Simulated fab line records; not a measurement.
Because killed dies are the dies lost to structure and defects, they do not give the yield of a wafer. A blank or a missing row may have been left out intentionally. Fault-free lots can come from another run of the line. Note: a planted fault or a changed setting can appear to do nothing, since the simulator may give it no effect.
Matching of chambers -- flow n5 finfet -- N5_PASSIVATION_DESCUM_32 on rie diel-04 has 4 sister chambers
The step chemistry O2, time 7.9 s. 15 wafers are shown with their chamber, then 7 later ones without.

EACH WAFER AND ITS CHAMBER
wafer,chamber,throttle valve pct (%),drypump motor current A (A),oes product au (a.u.)
L197.4,3,20.59,5.1,0.82
L197.5,1,20.10,6.3,0.77
L200.2,0,20.11,5.8,0.85
L200.5,3,20.57,5.1,0.82
L199.3,1,20.11,6.3,0.77
L199.4,2,20.17,6.1,0.94
L199.6,0,20.09,5.7,0.85
L201.4,2,20.18,6.1,0.92
L201.5,3,20.59,5.1,0.82
L202.5,0,20.10,5.7,0.83
L202.6,3,20.60,5.1,0.81
L205.3,2,20.20,6.1,0.93
L205.5,2,20.19,6.1,0.92
L205.6,1,20.13,6.2,0.77
L208.2,3,20.61,5.0,0.80

SIGNATURES (means of the wafers above)
reading,chamber 0,chamber 1,chamber 2,chamber 3,scatter within a chamber
throttle valve pct,20.1000,20.1133,20.1850,20.5920,0.0136
drypump motor current A,5.733,6.267,6.100,5.080,0.044
oes product au,0.8433,0.7700,0.9275,0.8140,0.00885
Rule: a wafer's distance from a chamber is the root of the sum, over the readings, of the square of ((its reading less the chamber's mean) divided by the reading's scatter). If the next closest chamber is less than 2 further off than the closest, the wafer can't be placed; otherwise it belongs to the closest. The scatter: the root of (the sum of the squares of (reading less its chamber's mean) over the shown wafers, divided by (wafers less chambers)).

WAFERS WITH NO CHAMBER GIVEN
wafer,throttle valve pct (%),drypump motor current A (A),oes product au (a.u.)
L208.4,20.21,6.2,0.88
L209.1,20.12,6.3,0.75
L209.3,20.20,6.1,0.88
L209.5,20.14,6.3,0.75
L213.3,20.13,5.8,0.81
L213.5,20.24,6.1,0.88
L213.6,20.63,5.1,0.79

WHICH CHAMBER EACH ONE RAN IN
wafer,from the rows above,in truth
L208.4,2,2
L209.1,1,1
L209.3,2,2
L209.5,1,1
L213.3,0,0
L213.5,2,2
L213.6,3,3
Placed correctly: 7 of 7. Not placeable from these rows: 0. Placed wrongly: 0.
